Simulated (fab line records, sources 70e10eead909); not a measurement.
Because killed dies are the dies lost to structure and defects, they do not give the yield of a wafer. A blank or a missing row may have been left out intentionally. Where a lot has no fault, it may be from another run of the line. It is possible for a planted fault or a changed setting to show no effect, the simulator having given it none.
Matching of chambers / flow nand_harc / cmp-02 running NHARC_A_CHANNEL_FILL_D1_CMP_10: 4 sister chambers
The step polishes, target thk 150 nm. 8 wafers are shown with their chamber, then 7 later ones without.

## WAFERS WITH THEIR CHAMBER
wafer=L407.4; chamber=0; motor_current_A (A)=11.1; time_to_endpoint_s (s)=15.6
wafer=L410.4; chamber=0; motor_current_A (A)=11.0; time_to_endpoint_s (s)=17.0
wafer=L410.6; chamber=3; motor_current_A (A)=13.9; time_to_endpoint_s (s)=18.0
wafer=L414.3; chamber=2; motor_current_A (A)=13.7; time_to_endpoint_s (s)=14.9
wafer=L414.4; chamber=1; motor_current_A (A)=10.1; time_to_endpoint_s (s)=16.8
wafer=L414.5; chamber=1; motor_current_A (A)=10.2; time_to_endpoint_s (s)=17.3
wafer=L417.3; chamber=2; motor_current_A (A)=14.2; time_to_endpoint_s (s)=16.2
wafer=L417.4; chamber=3; motor_current_A (A)=13.3; time_to_endpoint_s (s)=16.5

## WAFERS WITH NO CHAMBER GIVEN
wafer=L417.5; motor_current_A (A)=13.8; time_to_endpoint_s (s)=12.5
wafer=L418.1; motor_current_A (A)=13.9; time_to_endpoint_s (s)=17.2
wafer=L418.2; motor_current_A (A)=13.7; time_to_endpoint_s (s)=13.3
wafer=L418.5; motor_current_A (A)=10.7; time_to_endpoint_s (s)=17.7
wafer=L420.3; motor_current_A (A)=14.6; time_to_endpoint_s (s)=16.1
wafer=L420.5; motor_current_A (A)=10.6; time_to_endpoint_s (s)=18.7
wafer=L420.6; motor_current_A (A)=14.1; time_to_endpoint_s (s)=19.4

## EACH ONE'S CHAMBER
wafer=L417.5; from the rows above=can't be placed: 2 or 3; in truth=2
wafer=L418.1; from the rows above=can't be placed: 3 or 2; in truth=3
wafer=L418.2; from the rows above=can't be placed: 2 or 3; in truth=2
wafer=L418.5; from the rows above=can't be placed: 0 or 1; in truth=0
wafer=L420.3; from the rows above=can't be placed: 2 or 3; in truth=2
wafer=L420.5; from the rows above=can't be placed: 1 or 0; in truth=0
wafer=L420.6; from the rows above=can't be placed: 3 or 2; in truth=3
Placed correctly: 0 of 7. Unplaceable from these rows: 7, with the true chamber sitting among the candidates in 7. Placed wrongly: 0.
How it was worked out, from the rows above alone: a wafer's distance from a chamber is the root of the sum, over the readings, of the square of ((its reading less the chamber's mean) divided by the reading's scatter). If the next closest chamber is less than 2 further off than the closest, the wafer can't be placed; otherwise it belongs to the closest. A chamber's mean is the mean of its shown wafers. The scatter is the square root of a quotient: the sum, over the shown wafers, of each reading's squared deviation from its chamber's mean, divided by wafers minus chambers.
